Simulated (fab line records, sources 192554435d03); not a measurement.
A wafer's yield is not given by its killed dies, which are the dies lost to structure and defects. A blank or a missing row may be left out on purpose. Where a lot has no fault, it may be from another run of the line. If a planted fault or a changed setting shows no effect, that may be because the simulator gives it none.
Struck lot and sound lot, side by side	flow n5_finfet	14 out of 1938 route steps
Sound: wafers L681.2, L681.3, L681.5. Struck: wafer L692.5. (L692.2, L692.4 of the same lot were not struck and are left out.) The cause comes at the end.
At each step with rows: each side's tool, then ch and its chambers, then its first start. Under that, the readings that differ: sound wafers	struck wafers	difference of the means	sigmas: that difference in standard deviations of wafers without a fault.
alike: readings whose means differ by less than 2 such deviations, and words and numbers that are the same on both sides. not compared: withheld readings, readings that some wafer has no value for, bounds like >300 that may hide the same value, and numbers for which the record gives no deviation and whose values overlap.
Wherever a step has rows on one side only, a row that says differs or no value, or a row with sigmas, the two part there. When numbers do not overlap yet have no deviation, they are printed without sigmas and do not part them. A reading missing from all wafers of one side parts the sides only when that side holds two or more wafers.

first, 8 steps without rows for these wafers: N5_BEOL_M7_COAT_59 (time 60 s, resist thk 100 nm); N5_BEOL_M7_COAT_60 (time 60 s, resist thk 35 nm); N5_BEOL_M7_COAT_05 (resist thk 90 nm); N5_BEOL_M7_EBR_07; N5_BEOL_M7_SOFTBAKE_06 (time 60 s); N5_BEOL_M7_EXPOSE_08 (exposes mask M7); N5_BEOL_M7_PEB_09 (peb time 60 s); N5_BEOL_M7_DEVELOP_10 (develop time 30 s).
N5_BEOL_M7_CD_MEAS_11 targets a cd of 38.5 nm.
  sound on cd_sem-02 ch 0, day 10 05:26; struck on cd_sem-02 ch 0, day 12 14:29
  alike: cd_nm
N5_BEOL_M7_OVL_MEAS_12:
  sound on overlay-02 ch 0, day 10 05:28; struck on overlay-01 ch 0, day 12 14:31
  alike: M7_OVL
N5_BEOL_M7_INSPECT_13: inspects for defects (brightfield).
  struck on defect_inspect-01, day 12 14:32; sound on defect_inspect-01, day 10 05:29
  alike: raw_defect_count
N5_BEOL_M7_DESCUM_16: chemistry O2, time 7.9 s.
  sound on rie_diel-01 ch 1,3, day 10 05:31; struck on rie_diel-01 ch 0, day 12 14:34
  alike: drypump_motor_current_A, oes_product_au, rf_vpp_V, showerhead_plenum_p_Torr, throttle_valve_pct
  not compared: rf_hours_counter_h
N5_BEOL_M7_ETCH_61: etches SiARC in CF4, target depth 45.5 nm, time 75.8 s.
  sound on rie_diel-01 ch 1,3, day 10 05:33; struck on rie_diel-01 ch 0, day 12 14:36
reading	sound	struck	difference	sigmas
etch_rf_on_time_s (s)	72.9 74.2 73.1	60.6	-12.8	-10
rf_fwd_power_W (W)	537.1 540.4 538.8	669.3	+130.5	+44
rf_vpp_V (V)	184.2 186.4 185.6	171.2	-14.2	-11
  alike: drypump_motor_current_A, oes_product_au, showerhead_plenum_p_Torr, throttle_valve_pct
  not compared: rf_hours_counter_h
N5_BEOL_M7_ETCH_62: etches SOC in N2/H2, target depth 110 nm, overetch 22 nm, time 165 s.
  sound on rie_diel-01 ch 1,3, day 10 05:36; struck on rie_diel-01 ch 0, day 12 14:40
  alike: drypump_motor_current_A, h2_flow_sccm, oes_product_au, rf_fwd_power_W, rf_vpp_V, showerhead_plenum_p_Torr, throttle_valve_pct
  not compared: rf_hours_counter_h

== WHERE THEY PART ==
Only at N5_BEOL_M7_ETCH_61, as far as this record shows. Later steps at which nothing parts them and some readings are alike: N5_BEOL_M7_ETCH_62.

WHY: the cause the simulator had injected
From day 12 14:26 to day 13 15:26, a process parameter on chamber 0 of rie_diel-01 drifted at N5_BEOL_M7_ETCH_61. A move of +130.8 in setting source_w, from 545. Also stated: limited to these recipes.
